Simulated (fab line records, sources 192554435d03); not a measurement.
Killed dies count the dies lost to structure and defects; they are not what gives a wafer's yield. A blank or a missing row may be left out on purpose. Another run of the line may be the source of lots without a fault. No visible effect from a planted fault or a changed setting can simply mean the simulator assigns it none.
Chamber matching -- flow n5_finfet -- N5_FIN_CUT_CUT_ETCH_26 on rie_diel-02: 4 sister chambers
The step etches SiNx in CH3F/O2, target depth 39 nm, time 55.7 s. 8 wafers are shown with their chamber, then 9 later ones without.

== WAFERS, EACH WITH ITS CHAMBER ==
wafer,chamber,showerhead_plenum_p_Torr (Torr),drypump_motor_current_A (A)
L074.4,1,2.09,6.1
L077.1,1,2.09,6.1
L084.3,0,2.01,5.7
L084.5,3,1.91,5.9
L084.6,2,1.99,4.9
L085.1,2,1.99,5.0
L085.2,0,2.00,5.7
L085.3,3,1.91,5.9

== WAFERS MISSING THEIR CHAMBER ==
wafer,showerhead_plenum_p_Torr (Torr),drypump_motor_current_A (A)
L085.4,1.91,5.9
L085.5,2.01,5.8
L085.6,1.99,5.0
L088.2,1.91,5.9
L088.5,1.91,5.9
L088.6,1.99,5.0
L094.1,2.00,5.7
L094.2,1.98,4.9
L094.5,2.08,6.2

== WHICH CHAMBER EACH WENT THROUGH ==
wafer,from the rows above,in truth
L085.4,3,3
L085.5,0,0
L085.6,2,2
L088.2,3,3
L088.5,3,3
L088.6,2,2
L094.1,0,0
L094.2,2,2
L094.5,1,1
Placed correctly: 9 of 9. From these rows, 0 cannot be placed. Wrongly placed: 0.
How it was worked out, from the rows above alone: a wafer's distance from a chamber is the root of the sum, over the readings, of the square of ((its reading less the chamber's mean) divided by the reading's scatter). If the next closest chamber is less than 2 further off than the closest, the wafer can't be placed; otherwise it belongs to the closest. Each chamber's mean is taken over the wafers shown for it. The scatter: take each reading less its chamber's mean, square it, sum over the shown wafers, divide by the number of wafers less the number of chambers, and take the root.
